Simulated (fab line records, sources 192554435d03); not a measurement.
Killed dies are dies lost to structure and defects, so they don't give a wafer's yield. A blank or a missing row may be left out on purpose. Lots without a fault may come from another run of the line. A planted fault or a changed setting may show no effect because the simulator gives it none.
Split-lot experiment | flow n5_finfet | 7 lots, 21 wafers read, on a route of 1938 steps

THE SPLIT
At N5_MOL_CONTACT_COAG_COAT_64 (time 60 s, resist thk 10 nm), the setting spin_rpm was moved away from the recipe's 1500 rpm on 7 of the 21 wafers read, by -10.7% to +9.0%. The other wafers ran this setting at the recipe's value.

FROM THE SPLIT TO THE READING: what the file shows between them, 5 steps
- N5_MOL_CONTACT_COAG_EXPOSE_37: exposes mask VD, defocus 0 nm (also split here: dose_mj)
- N5_MOL_CONTACT_COAG_PEB_38: peb time 60 s
- N5_MOL_CONTACT_COAG_DEVELOP_39: develop time 30 s
- N5_MOL_CONTACT_COAG_CD_MEAS_40: target cd 25.1 nm
- N5_MOL_CONTACT_COAG_DESCUM_45: chemistry O2, time 7 s

THE READING
etch.depth_nm (the simulator's own value, which no gauge read), in nm, at N5_MOL_CONTACT_COAG_ETCH_65 (etches underlayer in N2/H2, target depth 13 nm, time 10.4 s). The file gives no usual value for it. The 14 wafers here that ran the recipe average 10.006 nm, standard deviation 0.018 nm.

wafer  | tool, chamber at the split | spin_rpm as run, rpm | against the recipe | etch.depth_nm, nm | against lot-mates on the recipe
L075.2 | litho_track-01, 0          | 1551                 | +3.4%              | 9.843             | -0.152
L075.3 | litho_track-01, 0          | 1500                 | recipe             | 9.995             | -
L075.4 | litho_track-01, 0          | 1551                 | +3.4%              | 9.821             | -0.174
L078.1 | litho_track-01, 0          | 1500                 | recipe             | 10.03             | -
L078.2 | litho_track-01, 0          | 1500                 | recipe             | 10.04             | -
L078.5 | litho_track-01, 0          | 1500                 | recipe             | 9.998             | -
L080.2 | litho_track-03, 0          | 1500                 | recipe             | 10.03             | -
L080.4 | litho_track-03, 0          | 1635                 | +9.0%              | 9.594             | -0.436
L080.6 | litho_track-03, 0          | 1635                 | +9.0%              | 9.585             | -0.445
L081.3 | litho_track-05, 0          | 1500                 | recipe             | 10.01             | -
L081.5 | litho_track-05, 0          | 1500                 | recipe             | 9.999             | -
L081.6 | litho_track-05, 0          | 1500                 | recipe             | 9.987             | -
L087.3 | litho_track-01, 0          | 1347                 | -10.2%             | 10.52             | +0.547
L087.4 | litho_track-01, 0          | 1500                 | recipe             | 9.973             | -
L087.6 | litho_track-01, 0          | 1347                 | -10.2%             | 10.55             | +0.577
L093.4 | litho_track-03, 0          | 1339                 | -10.7%             | 10.61             | +0.610
L093.5 | litho_track-03, 0          | 1500                 | recipe             | 9.991             | -
L093.6 | litho_track-03, 0          | 1500                 | recipe             | 10.01             | -
L096.2 | litho_track-01, 0          | 1500                 | recipe             | 10.02             | -
L096.4 | litho_track-01, 0          | 1500                 | recipe             | 9.993             | -
L096.5 | litho_track-01, 0          | 1500                 | recipe             | 10.01             | -

THE FIT
A straight line over all 21 wafers: etch.depth_nm changes by -0.051 nm for each +1% of spin_rpm; r = -1.00; the points scatter about the line by 0.024 nm.
The same after taking each lot's own level away (the mean of its wafers on the recipe; 21 wafers): -0.0531 nm for each +1%; r = -1.00; scatter 0.019 nm.
On that fit, the largest move of spin_rpm shifts the reading by 0.57 nm.
The lots' own levels span 9.9730 to 10.0300 nm, that is 3.1 times the standard deviation above.
So the lot-to-lot level changes the slope little: the two slopes agree.
Check: with one of the wafers moved furthest among these (-10.7%) left out of the fit, the line predicts +0.568 nm for it against its lot-mates. It came out at +0.61 nm against them.

OTHER SPLITS ON THESE WAFERS
These wafers also went through other splits before the reading. Each is held against what the fit with the lots' levels taken away leaves over:
other split on the same wafers        | wafers away from the commonest value | r with etch.depth_nm (lot level and that fit taken away)
N5_MOL_CONTACT_COAG_COAT_77 spin_rpm  | 5                                    | +0.06
N5_MOL_CONTACT_COAG_EXPOSE_37 dose_mj | 8                                    | +0.04

THE WHOLE CHAIN: every reading that the file lists as answering this split, in the file's order
step                        | what it does                                                | reading                                                                                        | change (the file's fit)                | r (the file's)
N5_MOL_CONTACT_COAG_COAT_64 | time 60 s, resist thk 10 nm                                 | underlayer_of_MOL_CONTACT_COAG_COAT_64.thk_nm (the simulator's own value, which no gauge read) | -0.054 nm for each +1% of the setting  | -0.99
N5_MOL_CONTACT_COAG_ETCH_65 | etches underlayer in N2/H2, target depth 13 nm, time 10.4 s | etch.depth_nm (the simulator's own value, which no gauge read)                                 | -0.0537 nm for each +1% of the setting | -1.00

THE FILE'S OWN FIT
etch.depth_nm changes by -0.0537 nm for each +1% of spin_rpm, r = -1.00.
